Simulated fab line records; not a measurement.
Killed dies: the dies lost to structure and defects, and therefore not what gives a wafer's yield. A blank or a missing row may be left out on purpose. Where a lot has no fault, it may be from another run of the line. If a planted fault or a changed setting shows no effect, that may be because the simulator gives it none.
fab line records -- flow nand_harc
record lots=6, wafers=18, last_day=26
route steps=1159 shown A_STAIRCASE@550 END@1159
lots untouched by any fault: they come from a run of this same line in which no faults occurred
start_h: the number of hours between the record's first day and the start of the first shown wafer of the lot -- wait_h: hours from the lot's prior step to this one -- " repeats the value in the row above -- L1.1+2: several wafers, shown together as one row -- - no value, or no start given -- * or withheld: withheld -- < > ~ a bound
route shown NAME@n: names a module that has steps shown in the file, with the first one's number in the route -- usual: the fault-free wafers' mean and standard deviation -- same: alike in all rows -- chamber/n: place in a boat -- sites: each site's reading -- _std_site: their standard deviation -- _edge_site: mean of outer sites minus mean of inner sites -- radius_mm: how far each site lies from the wafer's centre -- mask NAME#n: copy n -- behind: the last tool/chamber to shape the wafer -- hold: why the lot was held/for how many hours/how that ended -- device: the n, p or np transistor that did not switch -- end of line: tests of these same wafers at the route's end -- a step with no rows: only its recipe -- killed: the dies lost at the first sort to structure and to defects; this is not the yield of the wafer -- map: the dies of a wafer, with x for killed, . for not killed, _ for no die there
set.NAME: setting as actually run; set.NAME@STEP: the setting as run at that earlier step -- model.NAME: the simulator's own value behind a step, which no gauge read
lots at some steps of the route; a table a step, a row a wafer
services: from which hour (start_h, from the record's first day; less than 0 if before it) a tool's chamber was out of use, for how many hours, and why
## steps
# step NHARC_A_STAIRCASE_TRIM_14
# recipe time_s=211.2, o2_flow_sccm=500, ar_flow_sccm=0, bias_w=0, chemistry=O2
# step NHARC_A_STAIRCASE_ETCH_15
# recipe target_depth_a=1000, time_s=40.5, ion_energy_ev=400, c4f8_flow_sccm=20, o2_flow_sccm=10, ar_flow_sccm=withheld, rf_w=600, bias_w=1000, chemistry=C4F8/O2
# usual oes_product_au=0.940/0.014, rf_vpp_V=896/4.8
# same time_s=40.5
lot.wafer,tool,chamber,start_h,wait_h,oes_product_au,rf_hours_counter_h,rf_vpp_V
L530.3,rie_diel-05,1,-,-,0.924,33,899
L530.5,rie_diel-05,3,-,-,0.920,-,893
L530.6,rie_diel-05,0,-,-,0.947,-,891
L531.3,rie_diel-05,1,-,-,0.943,41,899
L531.5,rie_diel-05,1,-,-,0.934,-,900
L531.6,rie_diel-05,2,-,-,0.958,-,898
L541.2,rie_diel-13,3,-,-,0.949,15,901
L541.1,rie_diel-13,1,-,-,0.931,16,896
L541.6,rie_diel-13,3,-,-,0.935,-,901
L540.4,rie_diel-13,0,-,-,0.920,15,887
L540.1,rie_diel-13,2,-,-,0.923,16,900
L540.6,rie_diel-13,3,-,-,0.928,-,900
L544.4,rie_diel-09,3,-,-,0.979,25,897
L544.2,rie_diel-09,0,-,-,0.974,31,902
L544.6,rie_diel-09,3,-,-,0.974,-,898
L548.4,rie_diel-13,3,-,-,0.941,36,901
L548.1,rie_diel-13,0,-,-,0.946,33,886
L548.5,rie_diel-13,0,-,-,0.926,-,887
# step NHARC_A_STAIRCASE_TRIM_16
# recipe time_s=211.2, o2_flow_sccm=500, ar_flow_sccm=0, bias_w=0, chemistry=O2
# step NHARC_A_STAIRCASE_ETCH_17
# recipe target_depth_a=1000, time_s=40.5, ion_energy_ev=400, c4f8_flow_sccm=20, o2_flow_sccm=10, ar_flow_sccm=withheld, rf_w=600, bias_w=1000, chemistry=C4F8/O2
# step NHARC_A_STAIRCASE_TRIM_18
# recipe time_s=211.2, o2_flow_sccm=500, ar_flow_sccm=0, bias_w=0, chemistry=O2
# usual drypump_motor_current_A=5.8/0.59, oes_product_au=1.000/0.011, rf_vpp_V=57.9/0.85, showerhead_plenum_p_Torr=3.53/0.13, throttle_valve_pct=17.035/0.0089
# same time_s=211.2
lot.wafer,tool,chamber,start_h,wait_h,drypump_motor_current_A,oes_product_au,rf_hours_counter_h,rf_vpp_V,showerhead_plenum_p_Torr,throttle_valve_pct
L530.3,rie_diel-05,0,-,-,6.5,0.997,30,57.5,3.38,17.036
L530.6,rie_diel-05,0,-,-,6.5,1.012,-,57.4,3.38,17.036
L530.5,rie_diel-05,1,-,-,5.2,0.986,-,58.8,3.62,17.046
L531.3,rie_diel-05,2,-,-,5.3,1.024,40,57.2,3.57,17.035
L531.6,rie_diel-05,0,-,-,6.5,1.016,-,58.3,3.38,17.039
L531.5,rie_diel-05,1,-,-,5.2,1.007,-,59.0,3.62,17.017
L541.2,rie_diel-13,1,-,-,6.4,1.009,16,57.7,3.55,17.041
L541.1,rie_diel-13,2,-,-,6.0,0.988,16,57.5,3.63,17.041
L541.6,rie_diel-13,0,-,-,6.1,0.995,-,57.9,3.29,17.052
L540.4,rie_diel-13,1,-,-,6.4,1.004,16,56.8,3.55,17.041
L540.1,rie_diel-13,3,-,-,5.0,1.012,15,57.9,3.67,17.048
L540.6,rie_diel-13,1,-,-,6.5,0.995,-,57.6,3.55,17.040
L544.2,rie_diel-09,2,-,-,5.7,1.006,33,58.5,3.58,17.031
L544.4,rie_diel-09,0,-,-,5.7,1.011,31,58.6,3.67,17.033
L544.6,rie_diel-09,3,-,-,4.8,0.991,-,58.2,3.56,17.027
L548.1,rie_diel-13,0,-,-,6.2,0.997,33,56.0,3.28,17.034
L548.4,rie_diel-13,2,-,-,6.0,1.000,35,59.8,3.62,17.036
L548.5,rie_diel-13,0,-,-,6.2,0.999,-,56.9,3.28,17.025
# step NHARC_A_STAIRCASE_ETCH_19
# recipe target_depth_a=1000, time_s=40.5, ion_energy_ev=400, c4f8_flow_sccm=20, o2_flow_sccm=10, ar_flow_sccm=withheld, rf_w=600, bias_w=1000, chemistry=C4F8/O2
# step NHARC_A_STAIRCASE_TRIM_20
# recipe time_s=211.2, o2_flow_sccm=500, ar_flow_sccm=0, bias_w=0, chemistry=O2
# usual drypump_motor_current_A=5.8/0.59, oes_product_au=1.000/0.01, rf_vpp_V=57.7/0.78, showerhead_plenum_p_Torr=3.53/0.13, throttle_valve_pct=17.036/0.0096
# same time_s=211.2
lot.wafer,tool,chamber,start_h,wait_h,drypump_motor_current_A,oes_product_au,rf_hours_counter_h,rf_vpp_V,showerhead_plenum_p_Torr,throttle_valve_pct
L530.3,rie_diel-05,0,259.94,0.2,6.5,1.015,31,57.1,3.38,17.023
L530.5,rie_diel-05,0,259.94,0.2,6.5,1.009,-,56.7,3.38,17.035
L530.6,rie_diel-05,1,259.94,0.2,5.2,1.001,-,56.7,3.62,17.029
L531.3,rie_diel-09,3,280.44,0.1,4.8,0.992,4,57.9,3.57,17.055
L531.5,rie_diel-09,3,280.44,0.1,4.8,1.000,-,57.1,3.57,17.026
L531.6,rie_diel-09,0,280.44,0.1,5.7,1.014,-,58.0,3.69,17.027
L541.1,rie_diel-09,1,327.07,0.1,5.7,0.992,27,57.1,3.62,17.028
L541.2,rie_diel-09,3,327.07,0.1,4.8,0.995,19,57.8,3.56,17.024
L541.6,rie_diel-09,1,327.07,0.1,5.8,0.992,-,59.2,3.62,17.054
L540.1,rie_diel-05,0,327.27,0.1,6.5,0.995,58,56.3,3.37,17.046
L540.4,rie_diel-05,3,327.27,0.1,6.6,0.992,58,57.1,3.35,17.032
L540.6,rie_diel-05,0,327.27,0.1,6.5,1.001,-,56.8,3.37,17.038
L544.4,rie_diel-09,2,341.83,0.1,5.8,1.008,33,58.7,3.58,17.044
L544.2,rie_diel-09,3,341.83,0.1,4.8,0.992,25,58.0,3.56,17.051
L544.6,rie_diel-09,2,341.83,0.1,5.7,1.006,-,57.8,3.58,17.037
L548.4,rie_diel-13,0,374.72,0.1,6.1,0.995,33,56.9,3.28,17.039
L548.1,rie_diel-13,3,374.72,0.1,5.0,1.003,36,57.2,3.65,17.046
L548.5,rie_diel-13,1,374.72,0.1,6.4,1.002,-,57.8,3.54,17.038
# step NHARC_A_STAIRCASE_ETCH_21
# recipe target_depth_a=1000, time_s=40.5, ion_energy_ev=400, c4f8_flow_sccm=20, o2_flow_sccm=10, ar_flow_sccm=withheld, rf_w=600, bias_w=1000, chemistry=C4F8/O2
# usual oes_product_au=0.946/0.016, rf_vpp_V=896/4.6
# same time_s=40.5
lot.wafer,tool,chamber,start_h,wait_h,oes_product_au,rf_hours_counter_h,rf_vpp_V
L530.3,rie_diel-05,0,-,-,0.935,31,891
L530.5,rie_diel-05,0,-,-,0.935,-,891
L530.6,rie_diel-05,1,-,-,0.936,-,899
L531.3,rie_diel-09,1,-,-,0.958,5,901
L531.6,rie_diel-09,2,-,-,0.949,-,897
L531.5,rie_diel-09,3,-,-,0.937,-,898
L541.1,rie_diel-09,0,-,-,0.984,26,901
L541.2,rie_diel-09,3,-,-,0.967,19,896
L541.6,rie_diel-09,0,-,-,0.981,-,902
L540.4,rie_diel-05,2,-,-,0.994,58,896
L540.1,rie_diel-05,3,-,-,0.958,58,890
L540.6,rie_diel-05,2,-,-,0.976,-,896
L544.4,rie_diel-09,1,-,-,0.936,32,898
L544.2,rie_diel-09,0,-,-,0.966,31,901
L544.6,rie_diel-09,2,-,-,0.949,-,898
L548.1,rie_diel-13,1,-,-,0.942,32,897
L548.4,rie_diel-13,2,-,-,0.934,35,899
L548.5,rie_diel-13,0,-,-,0.929,-,887
# step NHARC_A_STAIRCASE_TRIM_22
# recipe time_s=211.2, o2_flow_sccm=500, ar_flow_sccm=0, bias_w=0, chemistry=O2
# usual drypump_motor_current_A=5.8/0.59, oes_product_au=1.000/0.01, rf_vpp_V=57.7/0.79, showerhead_plenum_p_Torr=3.54/0.12, throttle_valve_pct=17.037/0.0087
# same time_s=211.2
lot.wafer,tool,chamber,start_h,wait_h,drypump_motor_current_A,oes_product_au,rf_hours_counter_h,rf_vpp_V,showerhead_plenum_p_Torr,throttle_valve_pct
L530.3,rie_diel-05,0,-,-,6.5,1.007,32,57.2,3.38,17.048
L530.5,rie_diel-05,1,-,-,5.2,0.997,-,57.5,3.62,17.031
L530.6,rie_diel-05,2,-,-,5.3,1.023,-,57.1,3.57,17.051
L531.3,rie_diel-09,1,-,-,5.8,0.990,7,57.7,3.63,17.042
L531.6,rie_diel-09,2,-,-,5.7,0.999,-,56.2,3.59,17.034
L531.5,rie_diel-09,3,-,-,4.8,1.002,-,58.7,3.57,17.046
L541.1,rie_diel-09,2,-,-,5.7,1.008,27,57.4,3.58,17.024
L541.2,rie_diel-09,3,-,-,4.8,0.987,19,57.7,3.56,17.043
L541.6,rie_diel-09,2,-,-,5.7,0.999,-,57.9,3.58,17.041
L540.4,rie_diel-05,1,-,-,5.2,0.993,60,57.8,3.61,17.042
L540.1,rie_diel-05,2,-,-,5.3,1.028,58,57.7,3.56,17.043
L540.6,rie_diel-05,1,-,-,5.2,0.997,-,57.5,3.61,17.038
L544.4,rie_diel-09,0,-,-,5.7,1.010,31,58.7,3.67,17.045
L544.2,rie_diel-09,2,-,-,5.7,1.014,33,57.6,3.58,17.047
L544.6,rie_diel-09,0,-,-,5.7,1.004,-,58.0,3.67,17.029
L548.1,rie_diel-13,0,-,-,6.1,0.994,33,56.5,3.28,17.034
L548.4,rie_diel-13,1,-,-,6.4,0.991,32,57.3,3.54,17.028
L548.5,rie_diel-13,1,-,-,6.5,0.995,-,59.4,3.54,17.034
# step NHARC_A_STAIRCASE_ETCH_23
# recipe target_depth_a=1000, time_s=40.5, ion_energy_ev=400, c4f8_flow_sccm=20, o2_flow_sccm=10, ar_flow_sccm=withheld, rf_w=600, bias_w=1000, chemistry=C4F8/O2
# step NHARC_A_STAIRCASE_TRIM_24
# recipe time_s=211.2, o2_flow_sccm=500, ar_flow_sccm=0, bias_w=0, chemistry=O2
# step NHARC_A_STAIRCASE_ETCH_25
# recipe target_depth_a=1000, time_s=40.5, ion_energy_ev=400, c4f8_flow_sccm=20, o2_flow_sccm=10, ar_flow_sccm=withheld, rf_w=600, bias_w=1000, chemistry=C4F8/O2
# usual oes_product_au=0.942/0.014, rf_vpp_V=896/4.6
# same time_s=40.5
lot.wafer,tool,chamber,start_h,wait_h,oes_product_au,rf_hours_counter_h,rf_vpp_V
L530.3,rie_diel-05,0,261.88,-,0.928,32,892
L530.5,rie_diel-05,0,261.88,-,0.927,-,890
L530.6,rie_diel-05,1,261.88,-,0.917,-,898
L531.3,rie_diel-09,0,284.24,-,0.936,8,902
L531.6,rie_diel-09,1,284.24,-,0.946,-,900
L531.5,rie_diel-09,2,284.24,-,0.946,-,898
L541.2,rie_diel-09,3,327.74,-,0.793,19,897
L541.1,rie_diel-09,1,327.74,-,0.796,27,898
L541.6,rie_diel-09,3,327.74,-,0.787,-,899
L540.4,rie_diel-05,3,328.05,-,0.940,58,890
L540.1,rie_diel-05,0,328.05,-,0.955,58,891
L540.6,rie_diel-05,2,328.05,-,0.969,-,896
L544.2,rie_diel-09,2,342.49,-,0.800,33,897
L544.4,rie_diel-09,3,342.49,-,0.792,25,896
L544.6,rie_diel-09,1,342.49,-,0.788,-,899
L548.4,rie_diel-13,1,375.43,-,0.929,33,896
L548.1,rie_diel-13,2,375.43,-,0.929,36,899
L548.5,rie_diel-13,3,375.43,-,0.934,-,899
# step NHARC_A_STAIRCASE_TRIM_26
# recipe time_s=211.2, o2_flow_sccm=500, ar_flow_sccm=0, bias_w=0, chemistry=O2
# step NHARC_END_SORT_01
# recipe temp_c=25
# usual killed_at_array=28/9.1, killed_at_other=0.6/0.87, killed_at_periphery=3.4/2.7, killed_dies=32/9, killed_open=3.2/1.9, killed_short=2.0/1.3
# same gross_dies=677
lot.wafer,tool,chamber,start_h,wait_h,hold,killed_at_array,killed_at_other,killed_at_periphery,killed_dies,killed_open,killed_short
L530.3,prober-02,0,477.01,3.1,-,27,0,1,28,2,2
L530.5,prober-02,0,478.60,3.7,-,29,1,1,31,7,2
L530.6,prober-02,0,479.40,4.0,-,24,2,1,27,4,3
L531.3,prober-02,0,511.48,3.1,-,38,0,7,45,5,1
L531.5,prober-02,0,513.08,3.7,-,36,1,3,40,7,1
L531.6,prober-02,0,513.88,4.0,-,26,1,4,31,0,1
L541.1,prober-02,0,548.97,2.5,await_dispo/2.4h/scrap,468,0,2,470,4,1
L541.2,prober-02,0,549.77,2.8,await_dispo/2.4h/scrap,568,1,1,570,3,3
L541.6,prober-02,0,552.98,4.0,await_dispo/2.4h/scrap,559,1,1,561,2,3
L540.1,prober-02,0,556.80,2.5,-,21,0,11,32,3,2
L540.4,prober-02,0,559.17,3.4,-,19,3,12,34,2,2
L540.6,prober-02,0,560.76,4.0,-,17,2,8,27,2,4
L544.2,prober-02,0,580.94,2.8,await_dispo/0.8h/scrap,549,2,0,551,2,1
L544.4,prober-02,0,582.55,3.4,await_dispo/0.8h/scrap,553,1,1,555,6,1
L544.6,prober-02,0,584.17,4.0,await_dispo/0.8h/scrap,470,0,5,475,3,3
L548.1,prober-02,0,611.40,2.5,-,43,0,1,44,1,1
L548.4,prober-02,0,613.83,3.4,-,33,0,4,37,4,2
L548.5,prober-02,0,614.64,3.7,-,30,0,4,34,3,4
# killed by level:class
L530.3 A_CHANNEL_HOLE_D1:chamber_film_flake=9 A_STAIRCASE:chamber_film_flake=6 A_CONTACT:chamber_film_flake=5 A_ZERO_WELL:chamber_film_flake=2 A_ONON_D1:geometric_particle:short=1 A_ONON_D1:geometric_particle:open=1 A_WL_FILL:geometric_particle:short=1 A_CONTACT:geometric_particle:open=1
L530.5 A_CHANNEL_HOLE_D1:chamber_film_flake=10 A_STAIRCASE:chamber_film_flake=5 A_CONTACT:chamber_film_flake=4 A_BLC:geometric_particle:open=2 A_M0:geometric_particle:open=2 A_ZERO_WELL:chamber_film_flake=2 A_SOURCE_PLATE:geometric_particle:open=1 A_ONON_D1:geometric_particle:open=1
L530.6 A_ZERO_WELL:chamber_film_flake=7 A_CHANNEL_HOLE_D1:chamber_film_flake=5 A_STAIRCASE:chamber_film_flake=4 A_CONTACT:chamber_film_flake=4 P_M0:geometric_particle:open=1 A_CHANNEL_HOLE_D1:geometric_particle:open=1 A_CHANNEL_FILL_D1:geometric_particle:short=1 A_CONTACT:geometric_particle:short=1
L531.3 A_SLIT:chamber_film_flake=16 A_CHANNEL_HOLE_D1:chamber_film_flake=9 A_STAIRCASE:chamber_film_flake=6 A_CONTACT:chamber_film_flake=5 P_M0:geometric_particle:open=2 P_ZERO_WELL:chamber_film_flake=2 P_M0:geometric_particle:short=1 P_M1:geometric_particle:open=1
L531.5 A_SLIT:chamber_film_flake=18 A_CHANNEL_HOLE_D1:chamber_film_flake=9 A_CONTACT:chamber_film_flake=3 P_CONTACT:geometric_particle:open=2 A_ONON_D1:geometric_particle:open=2 A_CONTACT:geometric_particle:open=2 A_CHANNEL_FILL_D1:geometric_particle:open=1 P_ZERO_WELL:chamber_film_flake=1
L531.6 A_SLIT:chamber_film_flake=15 A_CONTACT:chamber_film_flake=5 A_CHANNEL_HOLE_D1:chamber_film_flake=4 P_GATE:chamber_film_flake=2 A_CONTACT:geometric_particle:short=1 P_ZERO_WELL:chamber_film_flake=1 P_BONDPAD:chamber_film_flake=1 A_WL_FILL:chamber_film_flake=1
L541.1 A_STAIRCASE:area_etch=432 A_SLIT:chamber_film_flake=15 A_CHANNEL_HOLE_D1:chamber_film_flake=5 A_CONTACT:chamber_film_flake=4 A_M1:chamber_film_flake=4 A_CONTACT:geometric_particle:open=3 A_WL_FILL:chamber_film_flake=2 P_GATE:geometric_particle:open=1
L541.2 A_STAIRCASE:area_etch=521 A_SLIT:chamber_film_flake=15 A_CHANNEL_HOLE_D1:chamber_film_flake=11 A_CONTACT:chamber_film_flake=9 A_STAIRCASE:chamber_film_flake=4 A_ONON_D1:geometric_particle:open=2 A_M1:chamber_film_flake=2 A_SOURCE_PLATE:geometric_particle:short=1
L541.6 A_STAIRCASE:area_etch=520 A_CHANNEL_HOLE_D1:chamber_film_flake=12 A_SLIT:chamber_film_flake=11 A_CONTACT:chamber_film_flake=7 A_M1:chamber_film_flake=4 A_WL_FILL:geometric_particle:short=2 A_ONON_D1:geometric_particle:short=1 A_BLC:geometric_particle:open=1
L540.1 A_CONTACT:chamber_film_flake=7 P_M0:chamber_film_flake=5 A_CHANNEL_HOLE_D1:chamber_film_flake=4 A_STAIRCASE:chamber_film_flake=4 A_WL_FILL:geometric_particle:short=2 P_STI:chamber_film_flake=2 A_ZERO_WELL:chamber_film_flake=2 P_GATE:geometric_particle:open=1
L540.4 A_CHANNEL_HOLE_D1:chamber_film_flake=9 P_M0:chamber_film_flake=5 A_CONTACT:chamber_film_flake=4 P_GATE:chamber_film_flake=3 A_STAIRCASE:chamber_film_flake=3 THIN_TSV:chamber_film_flake=3 P_M2:geometric_particle:short=1 A_ONON_D1:geometric_particle:open=1
L540.6 A_CHANNEL_HOLE_D1:chamber_film_flake=5 A_CONTACT:chamber_film_flake=5 P_M0:chamber_film_flake=4 P_BONDPAD:chamber_film_flake=2 A_ONON_D1:geometric_particle:short=1 A_CHANNEL_HOLE_D1:geometric_particle:short=1 A_CHANNEL_FILL_D1:geometric_particle:short=1 A_CHANNEL_FILL_D1:geometric_particle:open=1
L544.2 A_STAIRCASE:area_etch=513 A_SLIT:chamber_film_flake=14 A_STAIRCASE:chamber_film_flake=9 A_CHANNEL_HOLE_D1:chamber_film_flake=7 A_CONTACT:chamber_film_flake=3 A_M0:geometric_particle:open=2 THIN_TSV:chamber_film_flake=2 A_ONON_D1:geometric_particle:short=1
L544.4 A_STAIRCASE:area_etch=510 A_SLIT:chamber_film_flake=14 A_STAIRCASE:chamber_film_flake=9 A_CHANNEL_HOLE_D1:chamber_film_flake=8 A_CONTACT:chamber_film_flake=4 A_ONON_D1:geometric_particle:open=2 A_CONTACT:geometric_particle:open=2 A_SOURCE_PLATE:geometric_particle:open=1
L544.6 A_STAIRCASE:area_etch=431 A_SLIT:chamber_film_flake=13 A_CHANNEL_HOLE_D1:chamber_film_flake=7 A_STAIRCASE:chamber_film_flake=7 A_CONTACT:chamber_film_flake=7 P_BONDPAD:chamber_film_flake=3 P_CONTACT:geometric_particle:open=1 A_CHANNEL_FILL_D1:geometric_particle:open=1
L548.1 A_SLIT:chamber_film_flake=21 A_CHANNEL_HOLE_D1:chamber_film_flake=15 A_CONTACT:chamber_film_flake=4 P_CONTACT:geometric_particle:short=1 A_CHANNEL_FILL_D1:geometric_particle:open=1 A_CHANNEL_FILL_D1:chamber_film_flake=1 A_WL_FILL:chamber_film_flake=1
L548.4 A_SLIT:chamber_film_flake=15 A_CHANNEL_HOLE_D1:chamber_film_flake=10 A_STAIRCASE:chamber_film_flake=3 P_CONTACT:geometric_particle:open=1 P_M0:geometric_particle:short=1 P_M1:geometric_particle:open=1 A_SGD_CUT:geometric_particle:open=1 A_CONTACT:geometric_particle:short=1
L548.5 A_SLIT:chamber_film_flake=15 A_CHANNEL_HOLE_D1:chamber_film_flake=4 A_ONON_D1:geometric_particle:short=2 P_STI:chamber_film_flake=2 A_STAIRCASE:chamber_film_flake=2 A_CONTACT:chamber_film_flake=2 P_CONTACT:geometric_particle:open=1 A_ONON_D1:geometric_particle:open=1
# map L541.2 (x killed, . not)
____________x____________
_________.x.xxx._________
_______.x.x.xxx..._______
______..x.xx..x.xx.______
_____.x..xxxx.x....._____
____...xxxxxxxx.x.x.x____
____x.x..xxxxxxxxxxx.____
___.xxxxxxx.xxxxxxxxx.___
___xxxxxxxxxxxxxx.xxx.___
__xxxxxxxxxxxxxxxxxx.x.__
__x.xx.xxxxxxxxxxxxxx.x__
_..xxxxxxxxxxxxxxxxx..xx_
_..xxxxxxxxxxxx.xxxx.x.x_
_.xx.xxxxxxxxxxxxxxxxxx._
_.xxxxxxxxxxxxxxxxxxxxxx_
_.xxxxxxxxxxxxxxxxxxxxxx_
..xxxxxxxxxxxxxxxxxxxxxxx
..x.xxxxxxxxxxxxxxxxxxx..
.xxxxxxxxxxxxxxxxxxxxxxxx
...xxxxxxxxxxxxxxxxxxxxxx
..xxxxxxxxxxxxxxxxx.xxx.x
_xxxxxxxxxxxxxxxxxxxxxxx_
_xxxxxxxxxxxxxxxxxxxxxxx_
_.xxxx.xxxxxxxxxxxxxxxxx_
_x.xxxxxxxxxxxxxxxxxxx.._
_..xxxxxxxxxxxxxxxxxxx.x_
__x.xxxxxxxxxxxxxxxxxxx__
__xxxxxxxxxxxxxxxxxxxx.__
___x.xxxxxxxxxxxxxxxx.___
___.xxxxxxxxxxxxxxxxxx___
____xxxxxxxxxxxxxxxxx____
____xxxxxxxxxx.xxxx..____
_____.x.xxxxxxxx.xx._____
______..xxxxxxx.xx.______
_______..xxxxxxx.._______
_________.x..xx._________
____________.____________
# map L544.4 (x killed, . not)
____________x____________
_________.x..xx._________
_______x.xx.x.xxx._______
______x.xxx.xx...x.______
_____xxxx.xxxxx.xx.._____
____xxx.xx.xxxx.xx.xx____
____xxx.xxxxxxx.xxx..____
___.xxxx..xxxxxxx..xx.___
___xxxxxx.xxxxxxxxxx..___
__xxxxx.xxxxxx.xxxxxx.x__
__x..xxxxxxx.xxxxxx.x.x__
_.x.xx.x.xxxxxxxxx.x.x.x_
_xxxxxxxxxxxx.xxxxx.xxxx_
_.xxx.xxxxxxxxxxxxxxxxxx_
_.xx.xxxxxxxxxxxxxxxxxxx_
_xxxxxxxxxxxxxxxxxxxxxxx_
xxxxxxxxxxxxxxxxxxxxxxxx.
xxxxxxxxxxxxxxxxxxxxxxxx.
xxxxxxxxxxxxxxxxxxx.xxxxx
xxxxxxxxxxx.xxxxxxxxx...x
x.xxxxxxxxxxxxxxxxxxxxxxx
_xxxxxxxxxxx.xxxxxx.x..x_
_.xxx.xxxxxxxxxxxxxxx.xx_
_x.xxxxxxxxxxxxxxxxxx.x._
_xxx.x.xxxxxxxxxxxxxxxx._
_xxxxxxxxxxxxxxxx..x.xx._
__..x.xxx.xxxxxxxxxxxxx__
__.xxxxxxxxxxx.xxxxxxxx__
___xxxxxxxxxxxxxxxx.x.___
___xx.xxxx.xxxxxxxxx.x___
____x.xxxx.xxxxxxxxxx____
____..x..xxxxxxxxx.x.____
_____xxxx.x..xxx.xx._____
______.x.x..x..xx..______
_______x.x..xxxx.._______
_________xxx...._________
____________x____________
## services
tool,chamber,start_h,hours,kind
rie_diel-09,-,254.22,9.0,pm
rie_diel-09,0,254.22,9.0,vent_cycle
rie_diel-09,1,254.22,9.0,vent_cycle
rie_diel-09,2,254.22,9.0,vent_cycle
rie_diel-09,3,254.22,9.0,vent_cycle
rie_diel-09,0,263.22,-,clean
rie_diel-09,1,263.22,-,clean
rie_diel-09,2,263.22,-,clean
rie_diel-09,3,263.22,-,clean
rie_diel-13,-,276.17,9.0,pm
rie_diel-09,0,287.76,-,clean
rie_diel-09,1,287.76,-,clean
rie_diel-09,2,287.76,-,clean
rie_diel-09,3,287.76,-,clean
rie_diel-09,0,312.48,-,clean
rie_diel-09,1,312.48,-,clean
rie_diel-09,2,312.48,-,clean
rie_diel-09,3,312.48,-,clean
rie_diel-09,0,336.98,-,clean
rie_diel-09,1,336.98,-,clean
rie_diel-05,-,340.63,9.0,pm
rie_diel-09,0,353.62,40.8,repair
rie_diel-09,2,354.77,10.6,repair
rie_diel-09,2,366.19,2.7,repair
## key
first_sign step=NHARC_A_STAIRCASE_ETCH_25, reading=oes_product_au, direction=down, sigmas=11, usual=0.942, struck=0.793
effect step=NHARC_END_SORT_01, reading=killed_dies, direction=up, sigmas=55, usual=32, struck=530
more_kills_born_at NHARC_A_STAIRCASE_ETCH_25@rie_diel-09=2927
met_at NHARC_A_STAIRCASE_ETCH_25
struck_wafers L541.1,L541.2,L541.6,L544.2,L544.4,L544.6
later_rows_left_out L541.1,L541.2,L541.6,L544.2,L544.4,L544.6
tester_left_out L541,L544
onset_between 284.24 327.74
fault kind=process_parameter_drift, tool=rie_diel-09, chamber=-, onset_h=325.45, steps=NHARC_A_STAIRCASE_ETCH_25, channel=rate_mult, offset=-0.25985, shape=step, end_h=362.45
# tester_left_out: of these lots the tester's yield and bins aren't shown, on N5 and GAA mostly nor the transistor test; their killed dies are dies lost to structure and defects alone, not to doping, threshold or leakage, so they don't give the yield
# later_rows_left_out: the simulator's readings of these wafers behind a module that went badly wrong aren't trusted and aren't shown, but for the sort
